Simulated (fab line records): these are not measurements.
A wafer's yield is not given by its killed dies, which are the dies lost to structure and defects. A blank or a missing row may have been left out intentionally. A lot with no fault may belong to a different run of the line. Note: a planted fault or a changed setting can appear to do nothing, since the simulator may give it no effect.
fab line records	flow nand_harc
[record] lots = 7	wafers = 21	last_day = 26
route steps=1159 shown A_SGD_CUT@760 END@1159
lots with no fault: from the same line, run without faults
start_h: hours from the record's first day to the start of the lot's first wafer shown	wait_h: hours elapsed since this lot's preceding step	" same as the row above	L1.1+2: several wafers, shown together as one row	- either no value or no given start	* or withheld: withheld	< > ~ a bound
route shown NAME@n: a module of which the file shows steps, and the number in the route of the first	usual: mean/standard deviation taken from wafers without a fault	same: alike in all rows	chamber/n: place in a boat	sites: readings site by site	_std_site: the values' standard deviation	_edge_site: outer sites' mean less inner sites'	radius_mm: how far each site lies from the wafer's centre	mask NAME#n: copy n	behind: the last tool/chamber to shape the wafer	hold: the reason the lot was held/the length of the hold in hours/how it ended	device: the n, p or np transistor that did not switch	end of line: tests run on the same wafers once the route is complete	a step given without rows: its recipe and nothing more	killed: dies that structure and defects cost at the first sort, which is not the same as the wafer's yield	map: a wafer's dies, x killed, . not, _ none there
set.NAME: the run value of the setting; set.NAME@STEP: its run value at that earlier step	model.NAME: the simulator's own value behind a step, which no gauge read
certain route steps with their lots: each step a table, each wafer a row
services: the hour from which a tool's chamber was out of use, counted from the record's first day as start_h (under 0 if before that day), plus the number of hours and why
[[steps]]
[step NHARC_A_SGD_CUT_INSPECT_11]
[usual] raw_defect_count = 18/10
lot.wafer	tool	chamber	start_h	wait_h	raw_defect_count
L608.1	defect_inspect-01	-	366.33	0.0	11
L608.4	"	-	"	"	8
L608.6	"	-	"	"	12
L609.1	defect_inspect-02	-	378.12	0.0	31
L609.2	"	-	"	"	31
L609.3	"	-	"	"	29
L610.1	defect_inspect-01	-	386.33	0.0	11
L610.4	"	-	"	"	6
L610.6	"	-	"	"	8
L614.1	defect_inspect-02	-	396.69	0.0	26
L614.2	"	-	"	"	24
L614.6	"	-	"	"	25
L617.2	defect_inspect-02	-	407.14	0.0	36
L617.4	"	-	"	"	43
L617.6	"	-	"	"	38
L619.3	defect_inspect-02	-	436.43	0.0	8
L619.4	"	-	"	"	10
L619.6	"	-	"	"	11
L621.1	defect_inspect-02	-	449.26	0.0	17
L621.4	"	-	"	"	17
L621.5	"	-	"	"	7
[step NHARC_A_SGD_CUT_DESCUM_14]
[recipe] time_s = 3	o2_flow_sccm = 200	ar_flow_sccm = 0	bias_power_w = 0	chemistry = O2
[step NHARC_A_SGD_CUT_ETCH_58]
[recipe] target_depth_a = 390	over_etch_frac = 0.3	time_s = 65	ion_energy_ev = 80	cf4_flow_sccm = 150	ar_flow_sccm = 0	rf_w = 300	bias_w = 100	chemistry = CF4
[usual] drypump_motor_current_A = 5.8/0.43	oes_product_au = 1.000/0.011	rf_fwd_power_W = 297.1/1.2	rf_vpp_V = 151.2/1.1	showerhead_plenum_p_Torr = 1.76/0.058	throttle_valve_pct = 13.283/0.0091
lot.wafer	tool	chamber	start_h	wait_h	drypump_motor_current_A	oes_product_au	rf_fwd_power_W	rf_hours_counter_h	rf_vpp_V	showerhead_plenum_p_Torr	throttle_valve_pct
L608.1	rie_diel-02	2	366.59	0.1	5.1	0.983	297.0	2	152.3	1.79	13.290
L608.6	"	0	"	"	5.9	0.986	296.5	-	153.0	1.86	13.265
L608.4	"	2	"	"	5.1	0.992	296.7	-	151.8	1.79	13.302
L609.1	rie_diel-10	3	378.28	0.1	5.6	0.986	297.9	0	152.6	1.75	13.284
L609.3	"	0	"	"	5.7	1.003	298.3	0	151.1	1.75	13.296
L609.2	"	1	"	"	5.2	0.991	298.0	0	150.4	1.70	13.277
L610.1	rie_diel-02	3	386.50	0.1	5.5	0.989	294.7	4	153.6	1.82	13.269
L610.6	"	3	"	"	5.5	0.991	295.3	-	151.7	1.82	13.269
L610.4	"	0	"	"	6.0	1.009	297.1	-	151.5	1.86	13.292
L614.2	rie_diel-07	0	396.84	0.1	5.7	1.005	295.7	15	149.9	1.73	13.286
L614.1	"	1	"	"	5.8	1.024	296.5	16	150.1	1.65	13.276
L614.6	"	3	"	"	6.3	0.997	297.0	-	149.5	1.72	13.293
L617.2	rie_diel-02	1	407.32	0.1	6.4	0.996	297.2	2	151.1	1.80	13.284
L617.4	"	3	"	"	5.5	1.007	294.2	6	151.4	1.82	13.281
L617.6	"	0	"	"	6.0	0.990	296.9	-	152.7	1.86	13.273
L619.3	rie_diel-10	2	436.59	0.1	6.5	0.989	297.4	8	152.0	1.80	13.275
L619.4	"	3	"	"	5.6	0.999	298.0	8	152.2	1.75	13.277
L619.6	"	1	"	"	5.2	0.983	295.8	-	150.3	1.70	13.279
L621.1	rie_diel-10	2	449.43	0.1	6.5	1.000	298.0	9	150.6	1.80	13.277
L621.4	"	0	"	"	5.7	0.998	297.7	-	150.3	1.75	13.284
L621.5	"	2	"	"	6.5	1.003	297.8	-	152.2	1.80	13.266
[step NHARC_A_SGD_CUT_ETCH_59]
[recipe] target_depth_a = 2600	over_etch_frac = 0.25	time_s = 406.25	ion_energy_ev = 200	n2_flow_sccm = 150	h2_flow_sccm = 150	ar_flow_sccm = 0	rf_w = 400	bias_w = 150	chemistry = N2/H2
[usual] drypump_motor_current_A = 5.8/0.42	oes_product_au = 0.999/0.011	rf_fwd_power_W = 399.4/1.4	rf_vpp_V = 430.1/2.2	showerhead_plenum_p_Torr = 2.03/0.072	throttle_valve_pct = 14.170/0.0091
lot.wafer	tool	chamber	start_h	wait_h	drypump_motor_current_A	oes_product_au	rf_fwd_power_W	rf_hours_counter_h	rf_vpp_V	showerhead_plenum_p_Torr	throttle_valve_pct
L608.1	rie_diel-02	3	-	-	5.5	0.993	399.6	2	433.5	2.10	14.169
L608.4	"	3	"	"	5.5	0.991	397.3	-	432.5	2.10	14.178
L608.6	"	2	"	"	5.1	0.980	401.1	-	429.8	2.07	14.163
L609.3	rie_diel-10	1	-	-	5.3	0.987	399.1	0	429.9	1.95	14.178
L609.2	"	2	"	"	6.5	1.004	398.1	0	431.1	2.08	14.173
L609.1	"	3	"	"	5.6	0.991	399.6	0	429.4	2.02	14.178
L610.1	rie_diel-02	2	-	-	5.2	0.986	401.1	4	430.9	2.07	14.166
L610.6	"	2	"	"	5.1	0.983	400.3	-	432.4	2.07	14.168
L610.4	"	3	"	"	5.5	1.000	398.4	-	432.8	2.10	14.174
L614.1	rie_diel-07	0	-	-	5.8	0.991	400.3	15	429.1	1.99	14.170
L614.2	"	1	"	"	5.8	1.024	397.3	16	428.0	1.89	14.167
L614.6	"	2	"	"	6.2	1.000	398.2	-	429.7	1.97	14.172
L617.4	rie_diel-02	0	-	-	5.9	0.990	401.0	5	431.7	2.16	14.168
L617.2	"	2	"	"	5.2	0.977	394.7	6	432.0	2.07	14.172
L617.6	"	0	"	"	6.0	0.993	399.6	-	433.9	2.16	14.175
L619.4	rie_diel-10	2	-	-	6.5	1.000	400.7	8	431.8	2.07	14.159
L619.3	"	1	"	"	5.3	0.998	400.1	8	429.2	1.95	14.186
L619.6	"	3	"	"	5.6	0.997	399.8	-	431.1	2.01	14.167
L621.1	rie_diel-10	0	-	-	5.7	1.004	398.7	9	429.2	2.01	14.160
L621.5	"	0	"	"	5.7	0.996	399.3	-	429.1	2.01	14.164
L621.4	"	2	"	"	6.5	0.999	400.9	-	432.6	2.07	14.169
[step NHARC_A_SGD_CUT_ETCH_15]
[recipe] target_depth_a = 750	time_s = 64.3	ch3f_flow_sccm = 50	o2_flow_sccm = 30	ar_flow_sccm = 200	rf_w = 500	bias_w = 100	chemistry = CH3F/O2
[usual] drypump_motor_current_A = 5.8/0.42	oes_product_au = 0.957/0.02	rf_fwd_power_W = 495.3/2	rf_vpp_V = 263.6/1.5	showerhead_plenum_p_Torr = 2.45/0.083	throttle_valve_pct = 20.663/0.0089
lot.wafer	tool	chamber	start_h	wait_h	drypump_motor_current_A	oes_product_au	rf_fwd_power_W	rf_hours_counter_h	rf_vpp_V	showerhead_plenum_p_Torr	throttle_valve_pct
L608.1	rie_diel-02	3	-	-	5.5	0.942	490.9	2	265.8	2.53	20.658
L608.6	"	3	"	"	5.5	0.931	491.9	-	264.6	2.53	20.659
L608.4	"	0	"	"	6.0	0.945	496.3	-	265.5	2.60	20.671
L609.1	rie_diel-10	3	-	-	5.6	0.927	495.5	0	264.6	2.43	20.644
L609.3	"	1	"	"	5.2	0.950	495.3	0	262.2	2.36	20.667
L609.2	"	2	"	"	6.5	0.949	494.4	0	263.5	2.50	20.668
L610.1	rie_diel-02	3	-	-	5.5	0.923	489.9	4	265.2	2.53	20.656
L610.4	"	0	"	"	5.9	0.920	495.5	-	266.8	2.60	20.667
L610.6	"	2	"	"	5.2	0.919	495.3	-	264.1	2.49	20.660
L614.2	rie_diel-07	0	-	-	5.8	0.959	494.1	15	263.1	2.40	20.664
L614.1	"	1	"	"	5.8	0.988	494.6	16	261.2	2.29	20.681
L614.6	"	0	"	"	5.8	0.965	492.6	-	262.4	2.40	20.660
L617.2	rie_diel-02	0	-	-	6.0	0.938	492.4	5	265.5	2.59	20.672
L617.4	"	1	"	"	6.4	0.953	494.5	2	265.0	2.50	20.659
L617.6	"	0	"	"	6.0	0.945	494.6	-	267.0	2.59	20.668
L619.3	rie_diel-10	3	-	-	5.6	0.956	495.2	8	261.8	2.43	20.668
L619.4	"	0	"	"	5.7	0.953	498.4	8	263.9	2.43	20.674
L619.6	"	3	"	"	5.6	0.964	497.3	-	263.3	2.43	20.673
L621.1	rie_diel-10	3	-	-	5.6	0.911	497.0	10	263.3	2.43	20.665
L621.4	"	0	"	"	5.7	0.932	496.8	-	264.7	2.42	20.666
L621.5	"	3	"	"	5.6	0.914	499.3	-	264.0	2.43	20.676
[step NHARC_A_SGD_CUT_ETCH_16]
[recipe] target_depth_a = 3105	time_s = 155.2	c4f8_flow_sccm = withheld	o2_flow_sccm = 8	ar_flow_sccm = withheld	rf_w = 600	bias_w = 800	chemistry = C4F8/O2/Ar
[usual] oes_product_au = 0.969/0.017	rf_fwd_power_W = 597.2/2.1	rf_vpp_V = 723/3.6
lot.wafer	tool	chamber	start_h	wait_h	oes_product_au	rf_fwd_power_W	rf_hours_counter_h	rf_vpp_V
L608.1	rie_diel-02	3	-	-	0.955	596.1	2	728
L608.6	"	3	"	"	0.944	597.2	-	726
L608.4	"	0	"	"	0.957	596.8	-	729
L609.1	rie_diel-10	2	-	-	0.966	597.6	0	725
L609.2	"	3	"	"	0.942	598.5	0	722
L609.3	"	0	"	"	0.961	596.9	0	722
L610.1	rie_diel-02	2	-	-	0.941	599.4	4	726
L610.4	"	2	"	"	0.944	597.0	-	725
L610.6	"	3	"	"	0.942	593.5	-	725
L614.2	rie_diel-07	0	-	-	0.986	597.6	15	720
L614.1	"	1	"	"	0.999	595.9	16	717
L614.6	"	3	"	"	0.977	596.3	-	720
L617.4	rie_diel-02	3	-	-	0.973	592.2	6	726
L617.2	"	0	"	"	0.958	596.3	5	728
L617.6	"	0	"	"	0.969	598.7	-	729
L619.3	rie_diel-10	1	-	-	0.950	595.6	8	719
L619.4	"	3	"	"	0.967	597.2	8	721
L619.6	"	0	"	"	0.969	597.8	-	722
L621.1	rie_diel-10	3	-	-	0.941	599.3	10	722
L621.5	"	3	"	"	0.949	599.2	-	723
L621.4	"	2	"	"	0.945	600.0	-	726
[step NHARC_A_SGD_CUT_STRIP_60]
[recipe] c4f8_flow_sccm = withheld	o2_flow_sccm = 8	ar_flow_sccm = withheld	bias_w = 0	chemistry = C4F8/O2/Ar
[step NHARC_A_SGD_CUT_STRIP_17]
[recipe] o2_flow_sccm = 500	ar_flow_sccm = 0	bias_w = 0	chemistry = O2
[usual] drypump_motor_current_A = 5.8/0.4	oes_product_au = 1.001/0.012	rf_vpp_V = 57.7/0.85	showerhead_plenum_p_Torr = 3.50/0.12	throttle_valve_pct = 17.037/0.0085
lot.wafer	tool	chamber	start_h	wait_h	drypump_motor_current_A	oes_product_au	rf_hours_counter_h	rf_vpp_V	showerhead_plenum_p_Torr	throttle_valve_pct
L608.1	rie_diel-02	0	-	-	6.0	0.996	2	59.9	3.72	17.027
L608.6	"	2	"	"	5.1	0.991	-	60.1	3.57	17.026
L608.4	"	3	"	"	5.5	0.999	-	57.3	3.63	17.033
L609.3	rie_diel-10	3	-	-	5.6	0.976	0	57.8	3.49	17.047
L609.2	"	0	"	"	5.7	0.994	0	56.8	3.49	17.032
L609.1	"	1	"	"	5.3	0.993	0	57.3	3.39	17.036
L610.1	rie_diel-02	3	-	-	5.5	1.014	4	58.2	3.62	17.046
L610.6	"	0	"	"	6.0	0.997	-	58.5	3.72	17.035
L610.4	"	2	"	"	5.2	0.997	-	56.8	3.57	17.033
L614.1	rie_diel-07	0	-	-	5.8	1.017	15	57.7	3.45	17.034
L614.2	"	2	"	"	6.2	1.012	17	58.4	3.42	17.037
L614.6	"	1	"	"	5.8	1.015	-	56.9	3.29	17.044
L617.4	rie_diel-02	0	-	-	6.0	0.999	6	59.0	3.72	17.044
L617.2	"	2	"	"	5.2	0.978	6	58.4	3.57	17.050
L617.6	"	0	"	"	6.0	0.996	-	58.7	3.72	17.043
L619.4	rie_diel-10	0	-	-	5.7	1.004	8	58.3	3.48	17.051
L619.3	"	2	"	"	6.5	1.003	8	57.7	3.58	17.046
L619.6	"	3	"	"	5.6	1.013	-	56.6	3.49	17.048
L621.1	rie_diel-10	0	-	-	5.7	1.013	9	57.8	3.48	17.047
L621.5	"	0	"	"	5.7	1.007	-	58.1	3.48	17.039
L621.4	"	3	"	"	5.6	0.986	-	57.3	3.49	17.050
[step NHARC_A_SGD_CUT_PRECLEAN_18]
[recipe] time_s = *	temp_c = 50	bath_age_min = 0	chemistry = SC1
[step NHARC_A_SGD_CUT_SRD_19]
[step NHARC_A_SGD_CUT_DEP_20]
[recipe] target_thk_a = 1500	temp_c = 65	material = SiO2
[step NHARC_A_SGD_CUT_ANNEAL_27]
[recipe] temp_c = 450	time_s = 1800
[step NHARC_A_SGD_CUT_CMP_21]
[recipe] target_thk_nm = 148.19
[usual] motor_current_A = 11.9/1.1	time_to_endpoint_s = 51.1/2.5
lot.wafer	tool	chamber	start_h	wait_h	motor_current_A	time_to_endpoint_s
L608.4	cmp-04	3	372.06	0.4	11.9	49.9
L608.1	"	0	"	"	13.1	49.5
L608.6	"	2	"	"	11.1	51.0
L609.3	cmp-02	0	383.24	0.4	9.4	51.1
L609.1	"	1	"	"	12.9	50.5
L609.2	"	2	"	"	11.9	50.1
L610.1	cmp-02	0	393.11	0.4	9.4	53.4
L610.4	"	1	"	"	12.9	31.1
L610.6	"	2	"	"	11.2	29.2
L614.2	cmp-02	1	403.62	0.4	14.2	26.4
L614.1	"	0	"	"	9.6	51.6
L614.6	"	2	"	"	11.4	29.5
L617.4	cmp-02	2	414.71	0.4	10.9	33.4
L617.2	"	1	"	"	12.5	33.5
L617.6	"	2	"	"	11.7	29.4
L619.3	cmp-04	0	442.23	0.4	12.7	46.9
L619.4	"	1	"	"	12.6	49.2
L619.6	"	0	"	"	12.7	48.8
L621.4	cmp-01	3	454.95	0.4	10.6	54.9
L621.1	"	0	"	"	12.6	52.2
L621.5	"	3	"	"	10.8	53.3
[step NHARC_A_SGD_CUT_THK_MEAS_22]
[recipe] thk_meas_gauge = ellipsometry
[usual] thk_nm = 148.1/1.3
lot.wafer	tool	chamber	start_h	wait_h	thk_nm
L608.1	film_metro-02	-	372.27	0.2	148.8
L608.4	"	-	"	"	148.4
L608.6	"	-	"	"	148.5
L609.1	film_metro-01	-	383.50	0.2	145.9
L609.2	"	-	"	"	147.4
L609.3	"	-	"	"	149.0
L610.1	film_metro-01	-	393.31	0.2	146.6
L610.4	"	-	"	"	148.2
L610.6	"	-	"	"	148.7
L614.1	film_metro-02	-	403.88	0.2	147.7
L614.2	"	-	"	"	150.7
L614.6	"	-	"	"	148.2
L617.2	film_metro-01	-	414.96	0.2	151.6
L617.4	"	-	"	"	151.1
L617.6	"	-	"	"	149.5
L619.3	film_metro-01	-	442.46	0.2	147.9
L619.4	"	-	"	"	148.9
L619.6	"	-	"	"	147.8
L621.1	film_metro-01	-	455.18	0.2	145.5
L621.4	"	-	"	"	148.1
L621.5	"	-	"	"	146.8
[step NHARC_END_SORT_01]
[recipe] temp_c = 25
[usual] killed_at_array = 28/9.1	killed_at_other = 0.6/0.87	killed_at_periphery = 3.4/2.7	killed_dies = 32/9	killed_open = 3.2/1.9	killed_short = 2.0/1.3
[same] gross_dies = 677
lot.wafer	tool	chamber	start_h	wait_h	killed_at_array	killed_at_other	killed_at_periphery	killed_dies	killed_open	killed_short
L610.1	prober-02	0	525.51	2.5	26	0	1	27	3	2
L610.4	prober-02	0	527.92	3.4	34	0	2	36	5	2
L610.6	prober-02	0	529.53	4.0	28	1	2	31	6	1
L609.1	prober-02	0	541.07	2.5	40	0	5	45	5	0
L609.2	prober-02	0	541.88	2.8	38	0	3	41	5	2
L609.3	prober-02	0	542.69	3.1	40	1	1	42	3	4
L614.1	prober-02	0	548.97	2.5	36	0	2	38	4	1
L614.2	prober-02	0	549.77	2.8	47	1	1	49	3	3
L614.6	prober-02	0	552.98	4.0	39	1	1	41	2	3
L617.2	prober-02	0	580.94	2.8	36	2	0	38	2	1
L617.4	prober-02	0	582.55	3.4	43	1	1	45	6	1
L617.6	prober-02	0	584.17	4.0	39	0	5	44	3	3
L621.1	prober-02	0	611.40	2.5	43	0	1	44	1	1
L621.4	prober-02	0	613.83	3.4	33	0	4	37	4	2
L621.5	prober-02	0	614.64	3.7	30	0	4	34	3	4
// killed by level:class
L610.1 A_SLIT:chamber_film_flake=11 A_CHANNEL_HOLE_D1:chamber_film_flake=5 A_STAIRCASE:chamber_film_flake=5 P_GATE:geometric_particle:open=1 A_CHANNEL_FILL_D1:geometric_particle:short=1 A_CHANNEL_FILL_D1:geometric_particle:open=1 A_STAIRCASE:geometric_particle:short=1 A_M0:geometric_particle:open=1
L610.4 A_SLIT:chamber_film_flake=22 A_CHANNEL_HOLE_D1:chamber_film_flake=3 A_M0:geometric_particle:open=2 P_M0:geometric_particle:open=1 A_ONON_D1:geometric_particle:open=1 A_WL_FILL:geometric_particle:short=1 A_BLC:geometric_particle:open=1 A_M1:geometric_particle:short=1
L610.6 A_SLIT:chamber_film_flake=13 A_CHANNEL_HOLE_D1:chamber_film_flake=5 A_CONTACT:geometric_particle:open=4 A_STAIRCASE:chamber_film_flake=2 P_M0:geometric_particle:open=1 A_ONON_D1:geometric_particle:short=1 A_M1:geometric_particle:open=1 P_STI:chamber_film_flake=1
L609.1 A_CHANNEL_HOLE_D1:chamber_film_flake=14 A_SLIT:chamber_film_flake=14 A_CONTACT:chamber_film_flake=5 A_STAIRCASE:chamber_film_flake=3 P_GATE:geometric_particle:open=1 P_CONTACT:geometric_particle:open=1 P_M0:geometric_particle:open=1 A_CONTACT:geometric_particle:open=1
L609.2 A_SLIT:chamber_film_flake=11 A_CHANNEL_HOLE_D1:chamber_film_flake=9 A_STAIRCASE:chamber_film_flake=4 A_SGD_CUT:chamber_film_flake=4 A_CONTACT:chamber_film_flake=4 A_M0:geometric_particle:open=2 P_ZERO_WELL:chamber_film_flake=2 P_M1:geometric_particle:open=1
L609.3 A_SLIT:chamber_film_flake=16 A_CHANNEL_HOLE_D1:chamber_film_flake=12 A_CONTACT:chamber_film_flake=2 A_ONON_D1:geometric_particle:short=1 A_CHANNEL_FILL_D1:geometric_particle:short=1 A_SGD_CUT:geometric_particle:short=1 A_CONTACT:geometric_particle:open=1 A_CONTACT:geometric_particle:short=1
L614.1 A_SLIT:chamber_film_flake=15 A_CHANNEL_HOLE_D1:chamber_film_flake=5 A_CONTACT:chamber_film_flake=4 A_M1:chamber_film_flake=4 A_CONTACT:geometric_particle:open=3 A_WL_FILL:chamber_film_flake=2 P_GATE:geometric_particle:open=1 A_WL_FILL:geometric_particle:short=1
L614.2 A_SLIT:chamber_film_flake=15 A_CHANNEL_HOLE_D1:chamber_film_flake=11 A_CONTACT:chamber_film_flake=9 A_STAIRCASE:chamber_film_flake=4 A_ONON_D1:geometric_particle:open=2 A_M1:chamber_film_flake=2 A_SOURCE_PLATE:geometric_particle:short=1 A_ONON_D1:geometric_particle:short=1
L614.6 A_CHANNEL_HOLE_D1:chamber_film_flake=12 A_SLIT:chamber_film_flake=11 A_CONTACT:chamber_film_flake=7 A_M1:chamber_film_flake=4 A_WL_FILL:geometric_particle:short=2 A_ONON_D1:geometric_particle:short=1 A_BLC:geometric_particle:open=1 P_ZERO_WELL:chamber_film_flake=1
L617.2 A_SLIT:chamber_film_flake=14 A_STAIRCASE:chamber_film_flake=9 A_CHANNEL_HOLE_D1:chamber_film_flake=7 A_CONTACT:chamber_film_flake=3 A_M0:geometric_particle:open=2 THIN_TSV:chamber_film_flake=2 A_ONON_D1:geometric_particle:short=1
L617.4 A_SLIT:chamber_film_flake=14 A_STAIRCASE:chamber_film_flake=9 A_CHANNEL_HOLE_D1:chamber_film_flake=8 A_CONTACT:chamber_film_flake=4 A_ONON_D1:geometric_particle:open=2 A_CONTACT:geometric_particle:open=2 A_SOURCE_PLATE:geometric_particle:open=1 A_SGD_CUT:geometric_particle:short=1
L617.6 A_SLIT:chamber_film_flake=13 A_CHANNEL_HOLE_D1:chamber_film_flake=7 A_STAIRCASE:chamber_film_flake=7 A_CONTACT:chamber_film_flake=7 P_BONDPAD:chamber_film_flake=3 P_CONTACT:geometric_particle:open=1 A_CHANNEL_FILL_D1:geometric_particle:open=1 A_SGD_CUT:geometric_particle:short=1
L621.1 A_SLIT:chamber_film_flake=21 A_CHANNEL_HOLE_D1:chamber_film_flake=15 A_CONTACT:chamber_film_flake=4 P_CONTACT:geometric_particle:short=1 A_CHANNEL_FILL_D1:geometric_particle:open=1 A_CHANNEL_FILL_D1:chamber_film_flake=1 A_WL_FILL:chamber_film_flake=1
L621.4 A_SLIT:chamber_film_flake=15 A_CHANNEL_HOLE_D1:chamber_film_flake=10 A_STAIRCASE:chamber_film_flake=3 P_CONTACT:geometric_particle:open=1 P_M0:geometric_particle:short=1 P_M1:geometric_particle:open=1 A_SGD_CUT:geometric_particle:open=1 A_CONTACT:geometric_particle:short=1
L621.5 A_SLIT:chamber_film_flake=15 A_CHANNEL_HOLE_D1:chamber_film_flake=4 A_ONON_D1:geometric_particle:short=2 P_STI:chamber_film_flake=2 A_STAIRCASE:chamber_film_flake=2 A_CONTACT:chamber_film_flake=2 P_CONTACT:geometric_particle:open=1 A_ONON_D1:geometric_particle:open=1
[[services]]
tool	chamber	start_h	hours	kind
rie_diel-10	0	345.38	-	clean
rie_diel-10	1	345.38	-	clean
rie_diel-10	2	345.38	-	clean
rie_diel-10	3	345.38	-	clean
cmp-02	-	346.14	2.1	repair
cmp-04	-	346.39	1.0	repair
cmp-02	-	353.57	7.2	repair
cmp-01	-	357.89	0.5	repair
rie_diel-07	0	359.57	5.1	repair
rie_diel-02	0	361.20	-	clean
rie_diel-02	1	361.20	-	clean
rie_diel-02	2	361.20	-	clean
rie_diel-02	3	361.20	-	clean
rie_diel-02	1	361.99	10.7	repair
rie_diel-10	-	366.32	9.0	pm
rie_diel-10	0	366.32	9.0	vent_cycle
cmp-01	-	375.50	4.0	pm
rie_diel-02	0	377.88	2.2	repair
cmp-04	-	399.01	4.0	pm
rie_diel-07	-	405.23	9.0	pm
cmp-04	-	411.80	1.7	repair
cmp-02	-	428.29	4.0	pm
rie_diel-10	1	447.99	3.9	repair
rie_diel-02	3	454.41	52.1	repair
[[key]]
[first_sign] step = NHARC_A_SGD_CUT_CMP_21	reading = time_to_endpoint_s	direction = down	sigmas = 8.3	usual = *	struck = *
effect none on later readings
met_at NHARC_A_SGD_CUT_CMP_21
struck_wafers L610.4,L610.6,L614.2,L614.6,L617.2,L617.4,L617.6
tester_left_out L610,L614,L617
onset_between 383.24 393.11
[fault] kind = process_parameter_drift	tool = cmp-02	chamber = -	onset_h = 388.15	steps = NHARC_A_SGD_CUT_CMP_21	channel = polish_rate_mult	offset = 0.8	shape = step	end_h = 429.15	scope = struck_wafers_only
// tester_left_out: of these lots the tester's yield and bins aren't shown, on N5 and GAA mostly nor the transistor test; their killed dies are dies lost to structure and defects alone, not to doping, threshold or leakage, so they don't give the yield
